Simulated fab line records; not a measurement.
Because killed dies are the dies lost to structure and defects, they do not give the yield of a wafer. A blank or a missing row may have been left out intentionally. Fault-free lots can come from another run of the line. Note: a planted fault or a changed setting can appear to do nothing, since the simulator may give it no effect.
2 desks, one fault + flow nandHarc + each desk has only its own numbers; what lay behind them comes last

== TOOL OWNER'S DESK, pecvd-01 ==
The tool's own readings at NHARC_A_SLIT_DEP_23 (deposits SiON, target thk 100 nm): means of the sampled wafers that have a number, for each lot that ran on this tool. If a lot's mean is further than 4 standard deviations from the usual mean, the lot is out of limits and carries the mark OUT (the distance appears in the brackets).
Columns: A = heaterPowerW at NHARC_A_SLIT_DEP_23, usual 800 W; B = rfFwdPowerW at NHARC_A_SLIT_DEP_23, usual 348.5 W
| lot  | first seen here | A   | B     |
|------|-----------------|-----|-------|
| L630 | day 19 18:32    | 688 | 347.6 |
| L634 | day 20 21:34    | 831 | 348.6 |
| L647 | day 26 06:16    | 847 | 348.0 |
| L648 | day 27 06:43    | 734 | 347.4 |
| L649 | day 27 07:23    | 749 | 348.1 |
This desk found nothing out of limits on any of the 5 lots.

== THE DEFECT DESK ==
For each lot, the counts of the inspections along the route, averaged over the sampled wafers that have a number. If a lot's mean is further than 4 standard deviations from the usual mean, the lot is out of limits and carries the mark OUT (the distance appears in the brackets).
Columns: A = rawDefectCount at NHARC_A_SLIT_INSPECT_11, usual 58; B = rawDefectCount at NHARC_A_SIN_REMOVE_INSPECT_04, usual 402
| lot  | first seen here | A   | B   |
|------|-----------------|-----|-----|
| L630 | day 19 19:20    | 74  | 446 |
| L631 | day 20 14:19    | 24  | 315 |
| L633 | day 20 14:50    | 70  | 373 |
| L634 | day 20 22:16    | 67  | 299 |
| L636 | day 22 17:30    | 29  | 319 |
| L647 | day 26 07:02    | 23  | 428 |
| L648 | day 27 07:29    | 118 | 516 |
| L649 | day 27 08:10    | 178 | 465 |
| L651 | day 28 00:59    | 77  | 507 |
| L653 | day 28 10:05    | 98  | 459 |
This desk found nothing out of limits on any of the 10 lots.

== PUT TOGETHER ==
The tool owner's desk saw nothing out of limits.
Nothing out of limits was seen by the defect desk.

== WHAT THE SIMULATOR PUT IN ==
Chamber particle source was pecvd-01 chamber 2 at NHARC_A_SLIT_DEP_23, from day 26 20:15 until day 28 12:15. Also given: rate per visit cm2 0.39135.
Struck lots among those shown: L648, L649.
